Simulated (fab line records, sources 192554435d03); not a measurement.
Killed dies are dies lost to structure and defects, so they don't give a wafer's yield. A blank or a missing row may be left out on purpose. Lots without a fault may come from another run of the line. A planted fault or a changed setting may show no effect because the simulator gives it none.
Chamber matching | flow n5_finfet | N5_BEOL_M11_ETCH_65 on rie_diel-03: 4 sister chambers
The step etches SiARC in CF4, target depth 39 nm, time 65 s. 4 wafers are shown with their chamber, then 9 later ones without.

WAFERS WITH THEIR CHAMBER
wafer  | chamber | showerhead_plenum_p_Torr (Torr)
L086.1 | 3       | 2.18
L086.5 | 2       | 2.17
L091.5 | 0       | 2.05
L091.6 | 1       | 2.10

WAFERS WITHOUT THEIR CHAMBER
wafer  | showerhead_plenum_p_Torr (Torr)
L092.2 | 2.18
L092.3 | 2.05
L092.5 | 2.18
L095.3 | 2.05
L095.4 | 2.10
L095.5 | 2.05
L096.3 | 2.18
L096.5 | 2.16
L096.6 | 2.10

WHICH CHAMBER EACH WENT THROUGH
wafer  | from the rows above | in truth
L092.2 | 3                   | 3
L092.3 | 0                   | 0
L092.5 | 3                   | 3
L095.3 | 0                   | 0
L095.4 | 1                   | 1
L095.5 | 0                   | 0
L096.3 | 3                   | 3
L096.5 | 2                   | 2
L096.6 | 1                   | 1
Placed correctly: 9 of 9. Can't be placed from these rows: 0. Placed wrongly: 0.
How it was worked out, from the rows above alone: a wafer's distance from a chamber is the root of the sum, over the readings, of the square of ((its reading less the chamber's mean) divided by the reading's scatter). The wafer belongs to the nearest chamber; if the next one is less than 2 further off, it can't be placed. A chamber's mean is the mean of its shown wafers. The scatter: with one shown wafer a chamber, the root of the mean of the squares of how far each hidden wafer lies from its nearest shown one.
